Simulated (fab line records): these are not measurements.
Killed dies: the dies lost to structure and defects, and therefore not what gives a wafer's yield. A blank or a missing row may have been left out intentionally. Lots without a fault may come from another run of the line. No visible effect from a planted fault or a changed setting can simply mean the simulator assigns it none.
fab line records	flow nand-harc
[record] lots = 5	wafers = 15	last-day = 32
route steps=1302 shown A_STAIRCASE@672 END@1302
lots with no fault: from the same line, run without faults
start-h: hours from the record's opening day to when the first of the lot's shown wafers began	wait-h: hours elapsed since this lot's preceding step	" identical to the entry in the row above	L1.1+2: one row covering several wafers at once	- no value present, or no start provided	* or withheld: withheld	< > ~ a bound
route shown NAME@n: names a module that has steps shown in the file, with the first one's number in the route	usual: the fault-free wafers' mean and standard deviation	same: alike in all rows	chamber/n: place in a boat	sites: readings site by site	_std_site: how widely they spread, as a standard deviation	_edge_site: inner sites' mean taken away from outer sites' mean	radius-mm: for every site, how far away it sits from the centre of the wafer	mask NAME#n: copy n	behind: the last tool/chamber to shape the wafer	hold: why the lot was held/for how many hours/how that ended	device: which transistor (n, p or np) failed to switch	end of line: tests of these same wafers at the route's end	a step given without rows: its recipe and nothing more	killed: count of dies lost to structure and defects at first sort (not the wafer's yield)	map: per-die view of a wafer (x killed, . not killed, _ where there is no die)
set.NAME: the setting the step ran with; set.NAME@STEP: the setting that earlier step ran with	model.NAME: the simulator's own value behind a step, which no gauge read
lots seen at some steps along the route; tables by step, rows by wafer
services: a tool's chamber out of use, with start hour (start-h, from the record's first day; less than 0 if before it), hours out, and reason
[[steps]]
[step NHARC_A_STAIRCASE_TRIM_16]
[recipe] time-s = 211.2	o2-flow-sccm = 500	ar-flow-sccm = 0	bias-w = 0	chemistry = O2
[step NHARC_A_STAIRCASE_ETCH_17]
[recipe] target-depth-a = 1000	time-s = 40.5	ion-energy-ev = 400	c4f8-flow-sccm = 20	o2-flow-sccm = 10	ar-flow-sccm = withheld	rf-w = 600	bias-w = 1000	chemistry = C4F8/O2
[usual] oes-product-au = 0.945/0.012	rf-vpp-V = 894/5.1	run-length-s = 62.0/0.51
lot.wafer	tool	chamber	start-h	wait-h	oes-product-au	rf-hours-counter-h	rf-vpp-V	run-length-s
L229.1	rie-diel-07	2	-	-	0.959	23	900	61.2
L229.3	"	3	"	"	0.972	26	891	61.5
L229.6	"	2	"	"	0.963	-	900	61.3
L230.2	rie-diel-01	2	-	-	0.960	6	903	62.7
L230.1	"	0	"	"	0.935	7	893	61.6
L230.6	"	2	"	"	0.958	-	904	62.9
L233.4	rie-diel-08	3	-	-	0.929	18	891	61.6
L233.2	"	1	"	"	0.923	12	892	61.9
L233.6	"	3	"	"	0.941	-	891	61.8
L246.1	rie-diel-08	3	-	-	0.946	2	890	61.9
L246.6	"	2	"	"	0.929	-	888	62.9
L246.5	"	3	"	"	0.932	-	889	61.5
L249.3	rie-diel-07	3	-	-	0.950	39	890	61.3
L249.6	"	2	"	"	0.933	-	899	61.2
L249.5	"	3	"	"	0.963	-	891	61.4
[step NHARC_A_STAIRCASE_TRIM_18]
[recipe] time-s = 211.2	o2-flow-sccm = 500	ar-flow-sccm = 0	bias-w = 0	chemistry = O2
[usual] drypump-motor-current-A = 5.6/0.47	o2-flow-sccm = 500.0/1.6	oes-product-au = 1.002/0.0087	rf-vpp-V = 57.6/0.92	showerhead-plenum-p-Torr = 3.48/0.14	throttle-valve-pct = 17.037/0.0083
lot.wafer	tool	chamber	start-h	wait-h	drypump-motor-current-A	o2-flow-sccm	oes-product-au	rf-hours-counter-h	rf-vpp-V	showerhead-plenum-p-Torr	throttle-valve-pct
L229.3	rie-diel-07	2	-	-	6.1	500.6	1.012	23	57.4	3.65	17.051
L229.1	"	3	"	"	4.7	501.7	1.023	26	56.2	3.40	17.052
L229.6	"	3	"	"	4.7	499.7	1.028	-	56.4	3.40	17.034
L230.1	rie-diel-01	1	-	-	5.8	501.6	1.001	8	58.5	3.30	17.040
L230.2	"	2	"	"	5.9	499.1	0.995	6	57.7	3.71	17.041
L230.6	"	2	"	"	5.9	501.0	1.004	-	57.2	3.71	17.033
L233.4	rie-diel-08	0	-	-	5.0	499.1	1.010	17	57.4	3.59	17.040
L233.2	"	2	"	"	6.1	500.0	1.003	15	58.5	3.35	17.032
L233.6	"	0	"	"	5.0	498.3	1.008	-	58.3	3.59	17.029
L246.1	rie-diel-08	2	-	-	6.1	498.4	0.995	2	55.8	3.33	17.030
L246.5	"	3	"	"	5.8	498.1	1.008	-	56.6	3.38	17.045
L246.6	"	2	"	"	6.1	498.5	1.002	-	57.0	3.33	17.046
L249.3	rie-diel-07	1	-	-	5.7	499.4	1.007	34	58.2	3.75	17.022
L249.5	"	2	"	"	6.1	499.9	1.000	-	58.8	3.61	17.035
L249.6	"	3	"	"	4.7	499.5	1.003	-	58.7	3.37	17.044
[step NHARC_A_STAIRCASE_ETCH_19]
[recipe] target-depth-a = 1000	time-s = 40.5	ion-energy-ev = 400	c4f8-flow-sccm = 20	o2-flow-sccm = 10	ar-flow-sccm = withheld	rf-w = 600	bias-w = 1000	chemistry = C4F8/O2
[step NHARC_A_STAIRCASE_TRIM_20]
[recipe] time-s = 211.2	o2-flow-sccm = 500	ar-flow-sccm = 0	bias-w = 0	chemistry = O2
[usual] drypump-motor-current-A = 5.5/0.46	o2-flow-sccm = 500.3/1.3	oes-product-au = 1.003/0.01	rf-vpp-V = 57.8/0.93	showerhead-plenum-p-Torr = 3.53/0.15	throttle-valve-pct = 17.036/0.01
lot.wafer	tool	chamber	start-h	wait-h	drypump-motor-current-A	o2-flow-sccm	oes-product-au	rf-hours-counter-h	rf-vpp-V	showerhead-plenum-p-Torr	throttle-valve-pct
L229.3	rie-diel-08	0	358.94	0.1	5.0	500.2	1.017	1	57.0	3.60	17.035
L229.1	"	3	"	"	5.8	503.2	1.010	2	56.8	3.41	17.040
L229.6	"	1	"	"	5.6	501.1	1.005	-	57.1	3.44	17.037
L230.1	rie-diel-01	3	387.09	0.1	5.5	501.6	1.005	5	59.4	3.64	17.038
L230.2	"	0	"	"	4.9	499.9	0.999	7	59.7	3.47	17.061
L230.6	"	1	"	"	5.8	499.0	1.000	-	57.7	3.30	17.037
L233.2	rie-diel-01	3	388.04	0.1	5.5	499.3	1.006	6	57.5	3.64	17.032
L233.4	"	1	"	"	5.8	500.7	1.006	8	58.0	3.30	17.055
L233.6	"	0	"	"	5.0	501.8	1.006	-	57.7	3.47	17.044
L246.1	rie-diel-07	2	534.59	0.1	6.1	500.9	0.986	32	57.7	3.61	17.026
L246.6	"	3	"	"	4.7	501.2	1.000	-	58.8	3.37	17.028
L246.5	"	1	"	"	5.7	498.1	1.000	-	58.4	3.76	17.038
L249.3	rie-diel-08	3	547.29	0.2	5.8	499.2	1.008	10	56.2	3.38	17.042
L249.5	"	0	"	"	5.0	500.5	1.005	-	57.8	3.57	17.024
L249.6	"	1	"	"	5.6	498.4	1.009	-	57.6	3.41	17.024
[step NHARC_A_STAIRCASE_ETCH_21]
[recipe] target-depth-a = 1000	time-s = 40.5	ion-energy-ev = 400	c4f8-flow-sccm = 20	o2-flow-sccm = 10	ar-flow-sccm = withheld	rf-w = 600	bias-w = 1000	chemistry = C4F8/O2
[usual] oes-product-au = 0.954/0.018	rf-vpp-V = 896/5.6	run-length-s = 61.9/0.56
lot.wafer	tool	chamber	start-h	wait-h	oes-product-au	rf-hours-counter-h	rf-vpp-V	run-length-s
L229.1	rie-diel-08	0	-	-	0.977	2	899	62.2
L229.3	"	3	"	"	0.977	2	892	61.4
L229.6	"	0	"	"	0.973	-	898	62.1
L230.1	rie-diel-01	0	-	-	0.944	7	894	61.9
L230.2	"	1	"	"	0.940	8	887	61.3
L230.6	"	1	"	"	0.938	-	887	61.2
L233.2	rie-diel-01	3	-	-	0.959	6	900	61.9
L233.4	"	0	"	"	0.954	7	895	62.2
L233.6	"	3	"	"	0.958	-	900	62.0
L246.1	rie-diel-07	2	-	-	0.933	32	899	61.4
L246.6	"	2	"	"	0.930	-	899	61.4
L246.5	"	3	"	"	0.933	-	890	61.3
L249.3	rie-diel-08	0	-	-	0.933	2	898	62.5
L249.6	"	1	"	"	0.941	-	891	61.8
L249.5	"	2	"	"	0.932	-	887	62.5
[step NHARC_A_STAIRCASE_TRIM_22]
[recipe] time-s = 211.2	o2-flow-sccm = 500	ar-flow-sccm = 0	bias-w = 0	chemistry = O2
[step NHARC_A_STAIRCASE_ETCH_23]
[recipe] target-depth-a = 1000	time-s = 40.5	ion-energy-ev = 400	c4f8-flow-sccm = 20	o2-flow-sccm = 10	ar-flow-sccm = withheld	rf-w = 600	bias-w = 1000	chemistry = C4F8/O2
[step NHARC_A_STAIRCASE_TRIM_24]
[recipe] time-s = 211.2	o2-flow-sccm = 500	ar-flow-sccm = 0	bias-w = 0	chemistry = O2
[step NHARC_A_STAIRCASE_ETCH_25]
[recipe] target-depth-a = 1000	time-s = 40.5	ion-energy-ev = 400	c4f8-flow-sccm = 20	o2-flow-sccm = 10	ar-flow-sccm = withheld	rf-w = 600	bias-w = 1000	chemistry = C4F8/O2
[step NHARC_A_STAIRCASE_TRIM_26]
[recipe] time-s = 211.2	o2-flow-sccm = 500	ar-flow-sccm = 0	bias-w = 0	chemistry = O2
[usual] drypump-motor-current-A = 5.5/0.48	o2-flow-sccm = 500.2/1.5	oes-product-au = 1.001/0.01	rf-vpp-V = 57.6/0.93	showerhead-plenum-p-Torr = 3.52/0.15	throttle-valve-pct = 17.037/0.0092
lot.wafer	tool	chamber	start-h	wait-h	drypump-motor-current-A	o2-flow-sccm	oes-product-au	rf-hours-counter-h	rf-vpp-V	showerhead-plenum-p-Torr	throttle-valve-pct
L229.1	rie-diel-08	3	-	-	5.8	500.4	1.015	2	57.1	3.41	17.033
L229.3	"	1	"	"	5.6	502.4	0.994	2	58.2	3.44	17.042
L229.6	"	2	"	"	6.1	502.1	1.007	-	57.2	3.36	17.050
L230.1	rie-diel-01	1	-	-	5.8	499.8	1.011	8	56.3	3.30	17.039
L230.2	"	3	"	"	5.6	500.8	1.006	6	58.8	3.64	17.041
L230.6	"	2	"	"	5.9	499.9	1.009	-	57.9	3.71	17.037
L233.2	rie-diel-01	1	-	-	5.8	500.3	1.006	8	58.8	3.29	17.033
L233.4	"	3	"	"	5.5	498.9	1.006	6	57.6	3.64	17.048
L233.6	"	2	"	"	5.9	499.9	0.998	-	56.9	3.71	17.025
L246.1	rie-diel-07	3	-	-	4.7	500.7	1.005	34	57.3	3.37	17.031
L246.6	"	3	"	"	4.7	503.0	0.998	-	57.1	3.37	17.060
L246.5	"	1	"	"	5.7	500.0	1.003	-	58.0	3.76	17.030
L249.3	rie-diel-08	3	-	-	5.8	500.0	1.011	10	58.4	3.38	17.033
L249.5	"	0	"	"	5.0	498.4	0.998	-	57.1	3.57	17.044
L249.6	"	1	"	"	5.7	499.8	1.009	-	57.2	3.41	17.053
[step NHARC_A_STAIRCASE_ETCH_27]
[recipe] target-depth-a = 1000	time-s = 40.5	ion-energy-ev = 400	c4f8-flow-sccm = 20	o2-flow-sccm = 10	ar-flow-sccm = withheld	rf-w = 600	bias-w = 1000	chemistry = C4F8/O2
[usual] oes-product-au = 0.945/0.012	rf-vpp-V = 895/5.5	run-length-s = 61.8/0.54
lot.wafer	tool	chamber	start-h	wait-h	oes-product-au	rf-hours-counter-h	rf-vpp-V	run-length-s
L229.3	rie-diel-08	0	359.84	-	0.966	2	898	62.1
L229.1	"	3	"	"	0.946	2	892	61.4
L229.6	"	1	"	"	0.939	-	894	62.0
L230.2	rie-diel-01	3	387.94	-	0.944	6	899	62.0
L230.1	"	1	"	"	0.948	8	888	60.9
L230.6	"	0	"	"	0.935	-	894	61.7
L233.2	rie-diel-01	3	388.94	-	0.960	6	899	61.7
L233.4	"	0	"	"	0.935	7	892	73.9
L233.6	"	3	"	"	0.953	-	901	61.8
L246.1	rie-diel-07	2	535.77	-	0.936	32	898	61.1
L246.5	"	1	"	"	0.946	-	904	60.8
L246.6	"	2	"	"	0.936	-	898	61.3
L249.3	rie-diel-08	2	548.25	-	0.943	9	890	62.8
L249.6	"	3	"	"	0.960	-	890	61.7
L249.5	"	0	"	"	0.944	-	897	62.6
[step NHARC_END_SORT_01]
[recipe] temp-c = 25
[usual] killed-at-array = 62/18	killed-at-other = 0.9/1.2	killed-at-periphery = 4.2/2.9	killed-dies = 67/17	killed-open = 3.6/1.9	killed-short = 2.5/1.6
[same] gross-dies = 677
lot.wafer	tool	chamber	start-h	wait-h	killed-at-array	killed-at-other	killed-at-periphery	killed-dies	killed-open	killed-short
L233.4	prober-01	0	612.01	3.4	675	0	1	676	5	1
// killed by level:class
L233.4 A_STAIRCASE:area-etch=600 A_SLIT:chamber-film-flake=31 A_CHANNEL_HOLE_D1:chamber-film-flake=24 A_CHANNEL_HOLE_D2:chamber-film-flake=12 A_ONON_D2:geometric-particle:open=3 P_M1:geometric-particle:open=1 A_CHANNEL_FILL_D1:geometric-particle:short=1 A_BLC:geometric-particle:open=1
// map L233.4 (x killed, . not)
____________x____________
_________xxxxxxx_________
_______xxxxxxxxxxx_______
______xxxxxxxxxxxxx______
_____xxxxxxxxxxxxxxx_____
____xxxxxxxxxxxxxxxxx____
____xxxxxxxxxxxxxxxxx____
___xxxxxxxxxxxxxxxxxxx___
___xxxxxxxxxxxxxxxxxxx___
__xxxxxxxxxxxxxxxxxxxxx__
__xxxxxxxxxxxxxxxxxxxxx__
_xxxxxxxxxxxxxxxxxxxxxxx_
_xxxxxxxxxxxxxxxxxxxxxxx_
_xxxxxxxxxxxxxxxxxxxxxxx_
_xxxxxxxxxxxxxxxxxxxxxxx_
_xxxxxxxxxxxxxxxxxxxxxxx_
xxxxxxxxxxxxxxxxxxxxxxxxx
xxxxxxxxxxxxxxxxxxxxxxxxx
xxxxxxxxxxxxxxxxxxxxxxxxx
xxxxxxxxxxxxxxxxxxxxxxxxx
xxxxxxxxxxxxxxxxxxxxxxxxx
_xxxxxxxxxxxxxxxxxxxxxxx_
_xxxxxxxxxx.xxxxxxxxxxxx_
_xxxxxxxxxxxxxxxxxxxxxxx_
_xxxxxxxxxxxxxxxxxxxxxxx_
_xxxxxxxxxxxxxxxxxxxxxxx_
__xxxxxxxxxxxxxxxxxxxxx__
__xxxxxxxxxxxxxxxxxxxxx__
___xxxxxxxxxxxxxxxxxxx___
___xxxxxxxxxxxxxxxxxxx___
____xxxxxxxxxxxxxxxxx____
____xxxxxxxxxxxxxxxxx____
_____xxxxxxxxxxxxxxx_____
______xxxxxxxxxxxxx______
_______xxxxxxxxxxx_______
_________xxxxxxx_________
____________x____________
// map L230.6 (x killed, . not)
____________.____________
_________......._________
_______..........._______
______.............______
_____...x..........._____
____x..x.............____
____.................____
___x..xx..............___
___xxxxxx.....x.......___
__xxxxxxxx.............__
__..xxxx.........x.....__
_...xxxxxx.............._
_...xxxx..........x....._
_....xx.x..............._
_...x...x..........x...._
_x.x.x.................._
x.xx.x...................
.xx......................
xxxx.....................
xxxxx...x.....x..........
xxx......................
_xxxx..................._
_xx.x.........x........._
_xx....................._
_xx....................._
_x.xx..................._
__....x................__
__..........x..........__
___...................___
___...................___
____.................____
____.........x.......____
_____..............._____
______......x......______
_______......x...._______
_________......._________
____________.____________
[[services]]
tool	chamber	start-h	hours	kind
rie-diel-08	-	344.08	9.0	pm
rie-diel-08	0	344.08	9.0	vent-cycle
rie-diel-08	1	344.08	9.0	vent-cycle
rie-diel-08	2	344.08	9.0	vent-cycle
rie-diel-08	3	344.08	9.0	vent-cycle
rie-diel-08	0	353.08	-	clean
rie-diel-08	0	353.08	-	consumable-replace:focus-ring
rie-diel-08	1	353.08	-	clean
rie-diel-08	1	353.08	-	consumable-replace:focus-ring
rie-diel-08	2	353.08	-	clean
rie-diel-08	3	353.08	-	clean
rie-diel-01	-	357.45	9.0	pm
rie-diel-08	0	377.59	-	clean
rie-diel-08	1	377.59	-	clean
rie-diel-07	2	388.69	8.6	repair
rie-diel-08	1	388.98	4.8	repair
rie-diel-07	2	441.62	3.3	repair
rie-diel-01	0	445.29	6.0	repair
rie-diel-07	-	447.46	9.0	pm
rie-diel-07	0	505.31	35.7	repair
rie-diel-08	-	521.13	9.0	pm
rie-diel-08	0	531.37	11.6	repair
rie-diel-01	-	534.69	9.0	pm
rie-diel-08	2	535.16	2.0	repair
[[key]]
[first-sign] step = NHARC_A_STAIRCASE_ETCH_27	reading = run-length-s	direction = up	sigmas = 22	usual = *	struck = *
[effect] step = NHARC_END_SORT_01	reading = killed-dies	direction = up	sigmas = 35	usual = 67	struck = 676
[more-kills-born-at] NHARC_A_STAIRCASE_ETCH_27@rie-diel-01 = 600
met-at NHARC_A_STAIRCASE_ETCH_27
struck-wafers L233.4
later-rows-left-out L233.4
tester-left-out L233
onset-between 387.94 388.94
[fault] kind = process-parameter-drift	tool = rie-diel-01	chamber = -	onset-h = 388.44	steps = NHARC_A_STAIRCASE_ETCH_27	channel = time-s	offset = *	shape = step	end-h = 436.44	scope = struck-wafers-only	acts-in = *	stated = *
// tester-left-out: of these lots the tester's yield and bins aren't shown, on N5 and GAA mostly nor the transistor test; their killed dies are dies lost to structure and defects alone, not to doping, threshold or leakage, so they don't give the yield
// later-rows-left-out: the simulator's readings of these wafers behind a module that went badly wrong aren't trusted and aren't shown, but for the sort
